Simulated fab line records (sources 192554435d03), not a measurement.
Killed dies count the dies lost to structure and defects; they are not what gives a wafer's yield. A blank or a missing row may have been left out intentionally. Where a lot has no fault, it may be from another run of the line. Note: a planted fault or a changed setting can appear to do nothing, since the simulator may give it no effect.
Split-lot experiment | flow n5Finfet | 21 wafers read from 7 lots, route of 1938 steps

THE SPLIT ITSELF
At N5_BEOL_M3_COAT_76 (time 60 s, resist thk 5 nm), the setting spinRpm was moved away from the recipe's 1500 rpm on 6 of the 21 wafers read, by -7.4% to -4.1%. All remaining wafers had this setting at the recipe value.

FROM THE SPLIT TO THE READING: what the file shows between them, 3 steps
- N5_BEOL_M3_COAT_22: resist thk 30 nm
- N5_BEOL_M3_EBR_24
- N5_BEOL_M3_DESCUM_33: chemistry O2, time 7 s

THE READING
etch.depthNm (the simulator's own value, which no gauge read), in nm, at N5_BEOL_M3_ETCH_77 (etches underlayer in N2/H2, target depth 6.5 nm, time 5.2 s). There is no usual value for it anywhere in the file. Here, 15 wafers ran the recipe; their average is 5.011 nm with a standard deviation of 0.015 nm.

wafer  | tool, chamber at the split | spinRpm as run, rpm | against the recipe | etch.depthNm, nm | against lot-mates on the recipe
L076.2 | lithoTrack-01, 0           | 1500                | recipe             | 5.006            | -
L076.4 | lithoTrack-01, 0           | 1500                | recipe             | 5.002            | -
L076.6 | lithoTrack-01, 0           | 1500                | recipe             | 5.004            | -
L081.2 | lithoTrack-01, 0           | 1415                | -5.7%              | 5.16             | +0.180
L081.3 | lithoTrack-01, 0           | 1500                | recipe             | 4.98             | -
L081.5 | lithoTrack-01, 0           | 1415                | -5.7%              | 5.132            | +0.152
L083.2 | lithoTrack-02, 0           | 1500                | recipe             | 5.003            | -
L083.5 | lithoTrack-02, 0           | 1500                | recipe             | 5.001            | -
L083.6 | lithoTrack-02, 0           | 1500                | recipe             | 5.011            | -
L084.1 | lithoTrack-02, 0           | 1438                | -4.1%              | 5.151            | +0.111
L084.2 | lithoTrack-02, 0           | 1500                | recipe             | 5.042            | -
L084.5 | lithoTrack-02, 0           | 1500                | recipe             | 5.038            | -
L087.1 | lithoTrack-01, 0           | 1389                | -7.4%              | 5.193            | no lot-mate on the recipe
L087.4 | lithoTrack-01, 0           | 1389                | -7.4%              | 5.195            | no lot-mate on the recipe
L087.6 | lithoTrack-01, 0           | 1389                | -7.4%              | 5.209            | no lot-mate on the recipe
L097.2 | lithoTrack-02, 0           | 1500                | recipe             | 5.006            | -
L097.4 | lithoTrack-02, 0           | 1500                | recipe             | 5.009            | -
L097.6 | lithoTrack-02, 0           | 1500                | recipe             | 5.007            | -
L096.1 | lithoTrack-02, 0           | 1500                | recipe             | 5.025            | -
L096.5 | lithoTrack-02, 0           | 1500                | recipe             | 5.024            | -
L096.6 | lithoTrack-02, 0           | 1500                | recipe             | 5.007            | -

THE FIT
A straight line over all 21 wafers: etch.depthNm changes by -0.0255 nm for each +1% of spinRpm; r = -0.98; the points scatter about the line by 0.017 nm.
The same after taking each lot's own level away (the mean of its wafers on the recipe; 18 wafers): -0.0288 nm for each +1%; r = -0.99; scatter 0.0069 nm.
Per that fit: largest spinRpm move, reading shift of 0.21 nm.
The lots' own levels span 4.9800 to 5.0400 nm, that is 4.0 times the standard deviation above.
Thus the slope moves with the lot-to-lot level: the two fits are different.
Check: for one of the wafers moved furthest among these (-5.7%), held out of the fit, the line's prediction against its lot-mates is +0.152 nm. It came out at +0.18 nm against them.

THE FILE'S OWN FIT
etch.depthNm changes by -0.0284 nm for each +1% of spinRpm, r = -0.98.
